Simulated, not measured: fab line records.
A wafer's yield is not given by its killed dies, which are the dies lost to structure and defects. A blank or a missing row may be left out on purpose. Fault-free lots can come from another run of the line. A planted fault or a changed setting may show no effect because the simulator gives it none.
Chamber matching / flow nand-harc / 4 sister chambers for NHARC_A_STAIRCASE_DESCUM_11 on rie-diel-07
The step chemistry O2, time 3 s. 4 wafers are shown with their chamber, then 8 later ones without.

EACH WAFER AND ITS CHAMBER
wafer=L079.5; chamber=1; showerhead-plenum-p-Torr (Torr)=1.88
wafer=L088.2; chamber=0; showerhead-plenum-p-Torr (Torr)=1.98
wafer=L088.5; chamber=2; showerhead-plenum-p-Torr (Torr)=1.89
wafer=L093.4; chamber=3; showerhead-plenum-p-Torr (Torr)=1.94

WAFERS WITH NO CHAMBER GIVEN
wafer=L093.5; showerhead-plenum-p-Torr (Torr)=1.89
wafer=L093.6; showerhead-plenum-p-Torr (Torr)=1.87
wafer=L092.4; showerhead-plenum-p-Torr (Torr)=1.98
wafer=L092.5; showerhead-plenum-p-Torr (Torr)=1.89
wafer=L092.6; showerhead-plenum-p-Torr (Torr)=1.87
wafer=L094.1; showerhead-plenum-p-Torr (Torr)=1.87
wafer=L094.3; showerhead-plenum-p-Torr (Torr)=1.98
wafer=L094.4; showerhead-plenum-p-Torr (Torr)=1.89

WHICH CHAMBER EACH WENT THROUGH
wafer=L093.5; from the rows above=can't be placed: 2 or 1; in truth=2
wafer=L093.6; from the rows above=can't be placed: 1 or 2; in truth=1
wafer=L092.4; from the rows above=0; in truth=0
wafer=L092.5; from the rows above=can't be placed: 2 or 1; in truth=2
wafer=L092.6; from the rows above=can't be placed: 1 or 2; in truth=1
wafer=L094.1; from the rows above=can't be placed: 1 or 2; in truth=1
wafer=L094.3; from the rows above=0; in truth=0
wafer=L094.4; from the rows above=can't be placed: 2 or 1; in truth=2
Correct placement for 2 of the 8. These rows do not allow placing 6 (true chamber among the candidates in 6). 0 placed wrongly.
How it was worked out, from the rows above alone: a wafer's distance from a chamber is the root of the sum, over the readings, of the square of ((its reading less the chamber's mean) divided by the reading's scatter). The wafer belongs to the nearest chamber; if the next one is less than 2 further off, it can't be placed. Each chamber's mean is taken over the wafers shown for it. The scatter (one wafer shown for each chamber): square how far every hidden wafer sits from the nearest shown wafer, average those squares and take the square root.
